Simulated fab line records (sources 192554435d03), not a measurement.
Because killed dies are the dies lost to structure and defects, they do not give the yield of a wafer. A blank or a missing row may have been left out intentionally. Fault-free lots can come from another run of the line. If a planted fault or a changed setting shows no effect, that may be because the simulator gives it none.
fab line records ; flow n5_finfet
record: lots: 9; wafers: 27; last_day: 17
route steps=1938 shown BEOL_M11@1591 BEOL_M12@1612 PASSIVATION@1936
lots with no fault: from the same line, run without faults
start_h: the number of hours between the record's first day and the start of the first shown wafer of the lot ; wait_h: hours elapsed since this lot's preceding step ; " unchanged from the row above ; L1.1+2: a single row standing in for several wafers ; - no value present, or no start provided ; * or withheld: withheld ; < > ~ a bound
route shown NAME@n: names a module that has steps shown in the file, with the first one's number in the route ; usual: average and standard deviation across the fault-free wafers ; same: alike in all rows ; chamber/n: place in a boat ; sites: the reading at each site ; _std_site: the values' standard deviation ; _edge_site: the outer-site mean with the inner-site mean subtracted ; radius_mm: for every site, how far away it sits from the centre of the wafer ; mask NAME#n: copy n ; behind: tool/chamber where the wafer was last shaped ; hold: what put the lot on hold/how long, in hours/how the hold closed ; device: transistor that didn't switch, given as n, p or np ; end of line: tests run on the same wafers once the route is complete ; a step with no rows: only its recipe ; killed: not the wafer's yield, but the dies lost to structure and defects at the first sort ; map: the dies of a wafer, with x for killed, . for not killed, _ for no die there
set.NAME: the setting as run; set.NAME@STEP: as run at that earlier step ; model.NAME: the simulator's own value behind a step, which no gauge read
a sample of lots followed through the steps of the route, with each step as a table and each wafer as a row
services: a tool's chamber out of use, with start hour (start_h, from the record's first day; less than 0 if before it), hours out, and reason
== steps ==
step: N5_BEOL_M11_SURFACE_TREAT_76
recipe: gas: Ar; time_s: *; ion_energy_ev: *; ion_current_ma_cm2: 0.5; pressure_mtorr: *; ar_flow_sccm: 30
usual: throttle_valve_pct: *
lot.wafer;tool;chamber;start_h;wait_h;throttle_valve_pct
L680.1;pvd_sputter-01;-;248.47;0.3;*
L680.2;pvd_sputter-01;-;248.47;0.3;*
L680.5;pvd_sputter-01;-;248.47;0.3;*
L679.1;pvd_sputter-01;-;248.66;0.3;*
L679.2;pvd_sputter-01;-;248.66;0.3;*
L679.4;pvd_sputter-01;-;248.66;0.3;*
L682.3;pvd_sputter-01;-;254.82;0.2;*
L682.4;pvd_sputter-01;-;254.82;0.2;*
L682.6;pvd_sputter-01;-;254.82;0.2;*
L684.2;pvd_sputter-02;-;269.77;0.2;*
L684.3;pvd_sputter-02;-;269.77;0.2;*
L684.4;pvd_sputter-02;-;269.77;0.2;*
L691.1;pvd_sputter-01;-;323.31;0.3;*
L691.4;pvd_sputter-01;-;323.31;0.3;*
L691.6;pvd_sputter-01;-;323.31;0.3;*
L697.1;pvd_sputter-02;-;345.82;0.2;*
L697.5;pvd_sputter-02;-;345.82;0.2;*
L697.6;pvd_sputter-02;-;345.82;0.2;*
L695.1;pvd_sputter-02;-;345.88;0.2;*
L695.2;pvd_sputter-02;-;345.88;0.2;*
L695.4;pvd_sputter-02;-;345.88;0.2;*
L698.3;pvd_sputter-02;-;349.61;0.2;*
L698.4;pvd_sputter-02;-;349.61;0.2;*
L698.6;pvd_sputter-02;-;349.61;0.2;*
L699.1;pvd_sputter-02;-;367.29;0.2;*
L699.4;pvd_sputter-02;-;367.29;0.2;*
L699.5;pvd_sputter-02;-;367.29;0.2;*
step: N5_BEOL_M11_SPUTTER_48
recipe: material: Cu; target_thk_a: 120; temp_c: -20; bias_v: 60; power_w: 26000; chamber_pressure_pa: 0.13; time_s: 2
usual: cathode_dc_power_W: 26000/4.8; throttle_valve_pct: 29.8/0.75
lot.wafer;tool;chamber;start_h;wait_h;cathode_dc_power_W;throttle_valve_pct
L680.1;pvd_sputter-03;-;249.04;0.2;26001;29.0
L680.2;pvd_sputter-03;-;249.04;0.2;26000;29.7
L680.5;pvd_sputter-03;-;249.04;0.2;25998;30.1
L679.1;pvd_sputter-03;-;249.20;0.2;25995;29.5
L679.2;pvd_sputter-03;-;249.20;0.2;25994;29.0
L679.4;pvd_sputter-03;-;249.20;0.2;25996;30.3
L682.3;pvd_sputter-02;-;255.02;0.1;26001;30.1
L682.4;pvd_sputter-02;-;255.02;0.1;26004;29.0
L682.6;pvd_sputter-02;-;255.02;0.1;25996;28.5
L684.2;pvd_sputter-02;-;270.23;0.1;26006;28.5
L684.3;pvd_sputter-02;-;270.23;0.1;25995;31.3
L684.4;pvd_sputter-02;-;270.23;0.1;26009;30.2
L691.1;pvd_sputter-01;-;323.49;0.1;26008;30.0
L691.4;pvd_sputter-01;-;323.49;0.1;25997;30.7
L691.6;pvd_sputter-01;-;323.49;0.1;25998;29.6
L697.1;pvd_sputter-01;-;346.08;0.1;25996;29.4
L697.5;pvd_sputter-01;-;346.08;0.1;25998;30.8
L697.6;pvd_sputter-01;-;346.08;0.1;25997;29.5
L695.1;pvd_sputter-02;-;346.15;0.1;25993;29.5
L695.2;pvd_sputter-02;-;346.15;0.1;26006;28.6
L695.4;pvd_sputter-02;-;346.15;0.1;25999;29.6
L698.3;pvd_sputter-02;-;349.85;0.1;26000;29.4
L698.4;pvd_sputter-02;-;349.85;0.1;25995;31.5
L698.6;pvd_sputter-02;-;349.85;0.1;25997;30.0
L699.1;pvd_sputter-01;-;367.56;0.1;25992;31.1
L699.4;pvd_sputter-01;-;367.56;0.1;26000;29.6
L699.5;pvd_sputter-01;-;367.56;0.1;25995;29.6
step: N5_BEOL_M12_CD_MEAS_10
recipe: target_cd_nm: 140; landing_energy_ev: 500; detector: se_inlens; polarity: opening
usual: cd_nm: 139.9/1.3
lot.wafer;tool;chamber;start_h;wait_h;cd_nm
L680.1;cd_sem-01;0;250.81;-;139.6
L680.2;cd_sem-01;0;250.81;-;140.1
L680.5;cd_sem-01;0;250.81;-;139.5
L679.1;cd_sem-03;0;251.07;-;140.3
L679.2;cd_sem-03;0;251.07;-;140.8
L679.4;cd_sem-03;0;251.07;-;140.7
L682.3;cd_sem-03;0;257.48;-;140.4
L682.4;cd_sem-03;0;257.48;-;140.9
L682.6;cd_sem-03;0;257.48;-;139.4
L684.2;cd_sem-01;0;271.67;-;138.8
L684.3;cd_sem-01;0;271.67;-;141.1
L684.4;cd_sem-01;0;271.67;-;140.5
L691.1;cd_sem-01;0;326.04;-;142.9
L691.4;cd_sem-01;0;326.04;-;141.6
L691.6;cd_sem-01;0;326.04;-;141.2
L697.1;cd_sem-01;0;348.27;-;142.3
L697.5;cd_sem-01;0;348.27;-;141.2
L697.6;cd_sem-01;0;348.27;-;140.7
L695.1;cd_sem-01;0;348.52;-;141.9
L695.2;cd_sem-01;0;348.52;-;140.6
L695.4;cd_sem-01;0;348.52;-;142.2
L698.3;cd_sem-01;0;351.44;-;140.5
L698.4;cd_sem-01;0;351.44;-;138.1
L698.6;cd_sem-01;0;351.44;-;139.4
L699.1;cd_sem-03;0;369.56;-;141.1
L699.4;cd_sem-03;0;369.56;-;140.3
L699.5;cd_sem-03;0;369.56;-;140.6
step: N5_BEOL_M12_ETCH_59
recipe: chemistry: N2/H2; target: BARC; target_depth_a: 890; overetch_a: 267; time_s: 67.9; ion_energy_ev: 200; pressure_mtorr: 30; source_w: 840; bias_w: 150; n2_flow_sccm: 200; h2_flow_sccm: 200
usual: drypump_motor_current_A: 5.6/0.44; n2_flow_sccm: 200.1/0.62; oes_product_au: 0.70/0.06; rf_vpp_V: 523.6/2.7; showerhead_plenum_p_Torr: 2.53/0.094; throttle_valve_pct: 17.84/0.17
lot.wafer;tool;chamber;start_h;wait_h;drypump_motor_current_A;n2_flow_sccm;oes_product_au;rf_hours_counter_h;rf_vpp_V;showerhead_plenum_p_Torr;throttle_valve_pct
L680.1;rie_diel-01;1;251.03;0.0;5.7;200.0;0.58;251;522.3;2.49;18.06
L680.2;rie_diel-01;3;251.03;0.0;5.4;200.2;0.67;123;521.1;2.45;17.61
L680.5;rie_diel-01;3;251.03;0.0;5.4;200.1;0.67;-;520.7;2.45;17.64
L679.1;rie_diel-05;3;251.19;0.0;5.0;199.7;0.72;51;527.4;2.69;17.62
L679.2;rie_diel-05;2;251.19;0.0;5.7;201.3;0.70;93;521.7;2.46;18.06
L679.4;rie_diel-05;1;251.19;0.0;6.1;199.3;0.74;42;525.3;2.58;17.60
L682.3;rie_diel-01;2;257.60;0.0;5.3;201.3;0.64;145;520.3;2.44;17.84
L682.4;rie_diel-01;3;257.60;0.0;5.3;199.4;0.67;-;520.7;2.45;17.65
L682.6;rie_diel-01;2;257.60;0.0;5.3;201.3;0.64;-;522.5;2.44;17.87
L684.2;rie_diel-05;1;271.92;0.0;6.1;199.8;0.73;51;524.0;2.57;17.60
L684.3;rie_diel-05;3;271.92;0.0;5.0;200.0;0.70;60;527.0;2.69;17.63
L684.4;rie_diel-05;0;271.92;0.0;5.5;200.4;0.71;70;521.4;2.47;17.66
L691.1;rie_diel-01;2;326.16;0.0;5.3;199.2;0.62;173;519.9;2.43;17.91
L691.4;rie_diel-01;3;326.16;0.0;5.4;200.5;0.65;156;519.9;2.44;17.70
L691.6;rie_diel-01;3;326.16;0.0;5.4;200.7;0.65;-;520.4;2.44;17.69
L697.1;rie_diel-06;0;348.81;0.0;4.8;201.3;0.67;122;527.8;2.66;18.01
L697.5;rie_diel-06;3;348.81;0.0;5.7;200.5;0.73;-;525.9;2.58;17.93
L697.6;rie_diel-06;1;348.81;0.0;6.2;199.8;0.68;-;527.7;2.67;18.09
L695.1;rie_diel-01;0;348.85;0.0;6.2;200.7;0.76;34;522.3;2.50;17.98
L695.2;rie_diel-01;2;348.85;0.0;5.3;200.7;0.62;183;520.9;2.42;17.89
L695.4;rie_diel-01;2;348.85;0.0;5.3;200.0;0.62;-;519.5;2.42;17.92
L698.3;rie_diel-05;3;351.56;0.0;4.9;199.8;0.68;88;528.0;2.68;17.67
L698.4;rie_diel-05;1;351.56;0.0;6.1;199.6;0.70;80;522.9;2.56;17.67
L698.6;rie_diel-05;1;351.56;0.0;6.1;199.6;0.70;-;524.9;2.56;17.65
L699.1;rie_diel-05;0;369.68;0.0;5.5;200.6;0.67;106;523.2;2.45;17.72
L699.4;rie_diel-05;1;369.68;0.0;6.1;200.0;0.70;86;526.8;2.56;17.67
L699.5;rie_diel-05;2;369.68;0.0;5.6;199.4;0.67;-;521.7;2.44;18.15
step: N5_BEOL_M12_STRIP_63
recipe: chemistry: N2/H2; power_w: 1000; temp_c: 250; h2_frac: 0.65; overash_fraction: 0.3; pressure_mtorr: 1000; n2_flow_sccm: 1750; h2_flow_sccm: 3250
usual: drypump_motor_current_A: 5.2/0.46; heater_power_w: 336/50; n2_flow_sccm: 1751/5.3; oes_product_au: 0.692/0.0046; strip_time_to_endpoint_s: 42.4/0.78
lot.wafer;tool;chamber;start_h;wait_h;drypump_motor_current_A;heater_power_w;n2_flow_sccm;oes_product_au;rf_hours_counter_h;strip_time_to_endpoint_s
L680.1;plasma_asher-01;1;251.28;-;4.7;375;1761;0.694;71;42.7
L680.2;plasma_asher-01;0;251.28;-;5.1;325;1754;0.697;71;43.3
L680.5;plasma_asher-01;0;251.28;-;5.1;318;1754;0.695;-;42.1
L679.1;plasma_asher-01;0;251.44;-;5.1;323;1743;0.690;71;42.7
L679.2;plasma_asher-01;1;251.44;-;4.7;374;1754;0.693;71;43.1
L679.4;plasma_asher-01;1;251.44;-;4.7;380;1753;0.695;-;42.2
L682.3;plasma_asher-01;0;257.88;-;5.1;326;1744;0.693;-;42.5
L682.4;plasma_asher-01;1;257.88;-;4.7;372;1749;0.690;-;42.0
L682.6;plasma_asher-01;0;257.88;-;5.2;331;1745;0.693;-;41.5
L684.2;plasma_asher-01;1;272.17;-;4.7;372;1753;0.697;76;42.3
L684.3;plasma_asher-01;1;272.17;-;4.7;363;1750;0.692;-;42.1
L684.4;plasma_asher-01;0;272.17;-;5.1;332;1752;0.698;-;41.9
L691.1;plasma_asher-02;1;326.41;-;6.0;229;1751;0.682;134;30.4
L691.4;plasma_asher-02;0;326.41;-;5.7;365;1752;0.669;-;29.8
L691.6;plasma_asher-02;1;326.41;-;6.0;232;1746;0.682;-;30.3
L697.1;plasma_asher-02;0;349.06;-;5.7;376;1754;0.693;140;43.8
L697.5;plasma_asher-02;1;349.06;-;6.0;231;1748;0.692;-;42.6
L697.6;plasma_asher-02;0;349.06;-;5.7;375;1754;0.693;-;43.0
L695.1;plasma_asher-01;0;349.22;-;5.1;323;1754;0.673;90;31.1
L695.2;plasma_asher-01;1;349.22;-;4.7;375;1753;0.676;90;32.1
L695.4;plasma_asher-01;1;349.22;-;4.7;377;1745;0.684;-;31.7
L698.3;plasma_asher-01;1;351.83;-;4.7;363;1755;0.694;-;42.1
L698.4;plasma_asher-01;0;351.83;-;5.1;328;1751;0.687;-;41.4
L698.6;plasma_asher-01;1;351.83;-;4.7;367;1746;0.689;-;41.0
L699.1;plasma_asher-01;0;369.94;-;5.1;331;1753;0.692;94;43.4
L699.4;plasma_asher-01;0;369.94;-;5.1;325;1759;0.685;-;42.1
L699.5;plasma_asher-01;0;369.94;-;5.1;321;1749;0.693;-;42.2
step: N5_BEOL_M12_CD_MEAS_17
recipe: target_cd_nm: 140; polarity: opening
usual: cd_nm: 140.2/1.7
lot.wafer;tool;chamber;start_h;wait_h;cd_nm
L680.1;cd_sem-01;-;251.48;0.0;140.2
L680.2;cd_sem-01;-;251.48;0.0;141.6
L680.5;cd_sem-01;-;251.48;0.0;141.2
L679.1;cd_sem-01;-;251.65;0.0;139.9
L679.2;cd_sem-01;-;251.65;0.0;141.8
L679.4;cd_sem-01;-;251.65;0.0;141.7
L682.3;cd_sem-03;-;258.07;0.0;139.5
L682.4;cd_sem-03;-;258.07;0.0;141.3
L682.6;cd_sem-03;-;258.07;0.0;139.1
L684.2;cd_sem-02;-;272.38;0.0;140.7
L684.3;cd_sem-02;-;272.38;0.0;141.5
L684.4;cd_sem-02;-;272.38;0.0;141.4
L691.1;cd_sem-03;-;326.62;0.0;151.6
L691.4;cd_sem-03;-;326.62;0.0;151.3
L691.6;cd_sem-03;-;326.62;0.0;150.2
L697.1;cd_sem-02;-;349.28;0.0;143.1
L697.5;cd_sem-02;-;349.28;0.0;141.9
L697.6;cd_sem-02;-;349.28;0.0;142.3
L695.1;cd_sem-02;-;349.46;0.0;151.2
L695.2;cd_sem-02;-;349.46;0.0;149.8
L695.4;cd_sem-02;-;349.46;0.0;151.2
L698.3;cd_sem-01;-;352.02;0.0;139.4
L698.4;cd_sem-01;-;352.02;0.0;137.6
L698.6;cd_sem-01;-;352.02;0.0;139.2
L699.1;cd_sem-01;-;370.14;0.0;141.8
L699.4;cd_sem-01;-;370.14;0.0;140.2
L699.5;cd_sem-01;-;370.14;0.0;142.2
step: N5_PASSIVATION_PROBE_49
usual: defect_limited_yield: 91.5/1.3; killed_at_M0_to_M3: 33/11; killed_at_M4_up: 14/5.3; killed_at_contacts: 11/6.3; killed_at_front_end: 38/10; killed_at_other: 3.7/2.8; killed_dies: 101/16; killed_on_rim: 13/3.4; killed_open: 67/12; killed_short: 32/7.4; sort_bin_5_function: 5.0/0.86; sort_bin_6_memory: 3.2/0.69; sort_bin_8_speed: 0.00/0.007; sort_n_pass: 1079/16; sort_yield_pct: 91.5/1.3
same: gross_dies: 1180; killed_at_back_side: 0; sort_bin_4_leakage[%]: 0
lot.wafer;tool;chamber;start_h;wait_h;defect_limited_yield[%];killed_at_M0_to_M3;killed_at_M4_up;killed_at_contacts;killed_at_front_end;killed_at_other;killed_dies;killed_on_rim;killed_open;killed_short;sort_bin_5_function[%];sort_bin_6_memory[%];sort_bin_8_speed[%];sort_n_pass;sort_yield_pct[%]
L691.1;prober-01;-;364.95;0.0;91.4;34;29;7;27;4;101;11;75;23;4.8;3.6;0;1079;91.4
L691.4;prober-01;-;365.10;0.2;92.1;26;15;7;32;13;93;11;55;37;4.9;2.7;0;1087;92.1
L691.6;prober-01;-;365.20;0.3;91.9;21;8;14;38;15;96;12;64;32;4.2;3.6;0;1084;91.9
L695.2;prober-02;-;387.29;0.1;91.6;34;22;3;38;2;99;10;62;35;4.7;3.1;0;1081;91.6
killed by level:class
L691.1 BEOL_M4:geometric_particle:open=20 BEOL_M3:geometric_particle:open=9 MOL_CONTACT_COAG:geometric_particle:open=6 BEOL_M0:geometric_particle:open=6 STI_FIN_REVEAL:geometric_particle:open=4 FIN_SAQP:geometric_particle:open=3 FIN_SAQP:geometric_particle:short=3 DUMMY_GATE:geometric_particle:open=3
L691.4 BEOL_M1:geometric_particle:open=7 BEOL_M3:geometric_particle:open=7 MIM_BOT:geometric_particle:short=7 DUMMY_GATE:geometric_particle:open=6 GATE_CUT:geometric_particle:open=5 FIN_SAQP:geometric_particle:short=4 MOL_CONTACT_COAG:geometric_particle:open=4 BEOL_M4:geometric_particle:open=4
L691.6 MOL_CONTACT_COAG:geometric_particle:open=8 BEOL_M2:geometric_particle:open=8 MIM_BOT:geometric_particle:open=7 MOL_CONTACT_COAG:geometric_particle:short=6 STI_FIN_REVEAL:geometric_particle:open=5 GATE_CUT:geometric_particle:open=5 FIN_SAQP:geometric_particle:open=4 DUMMY_GATE:geometric_particle:open=4
L695.2 FIN_SAQP:geometric_particle:short=12 BEOL_M4:geometric_particle:open=9 STI_FIN_REVEAL:geometric_particle:open=8 BEOL_M1:geometric_particle:open=7 FIN_SAQP:geometric_particle:open=6 BEOL_M0_SAQP:geometric_particle:open=6 BEOL_M2:geometric_particle:open=6 BEOL_M0_SAQP:geometric_particle:short=5
== services ==
tool;chamber;start_h;hours;kind
plasma_asher-02;-;227.36;28.1;pm
rie_diel-01;0;246.77;-;clean
rie_diel-01;0;246.77;-;consumable_replace:focus_ring
rie_diel-01;0;246.77;17.1;scheduled_down
rie_diel-01;0;246.77;17.1;vent_cycle
rie_diel-06;0;248.46;12.2;repair
rie_diel-06;2;253.30;11.7;repair
rie_diel-01;1;263.83;-;clean
rie_diel-01;1;263.83;-;consumable_replace:focus_ring
rie_diel-01;1;263.83;23.1;scheduled_down
rie_diel-01;1;263.83;23.1;vent_cycle
pvd_sputter-03;-;285.89;3.8;repair
rie_diel-06;2;297.24;-;clean
rie_diel-06;2;297.24;-;consumable_replace:focus_ring
rie_diel-06;2;297.24;22.7;scheduled_down
plasma_asher-01;-;300.02;1.0;repair
rie_diel-06;0;323.11;6.4;repair
rie_diel-05;-;328.94;1.0;repair
rie_diel-06;1;331.98;7.0;repair
rie_diel-01;3;338.74;10.4;repair
rie_diel-06;2;343.55;9.0;repair
rie_diel-01;1;346.23;5.1;repair
plasma_asher-01;-;346.36;2.7;repair
pvd_sputter-02;-;351.75;1.1;repair
== key ==
first_sign: step: N5_BEOL_M12_STRIP_63; reading: strip_time_to_endpoint_s; direction: down; sigmas: 15; usual: *; struck: *
effect: step: N5_BEOL_M12_STRIP_63; reading: oes_product_au; direction: down; sigmas: 3.2; usual: 0.692; struck: 0.678
effect: step: N5_BEOL_M12_CD_MEAS_17; reading: cd_nm; direction: up; sigmas: 6.4; usual: 140.2; struck: 150.9
met_at N5_BEOL_M12_ETCH_59
struck_lots L691,L695
not_acting_at N5_BEOL_M11_SURFACE_TREAT_76,N5_BEOL_M11_SPUTTER_48,N5_BEOL_M12_CD_MEAS_10
onset_between 257.60 326.16
fault: kind: process_parameter_drift; tool: rie_diel-01; chamber: -; onset_h: 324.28; steps: N5_BEOL_M12_ETCH_59; channel: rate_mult; offset: 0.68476; shape: step; end_h: 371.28
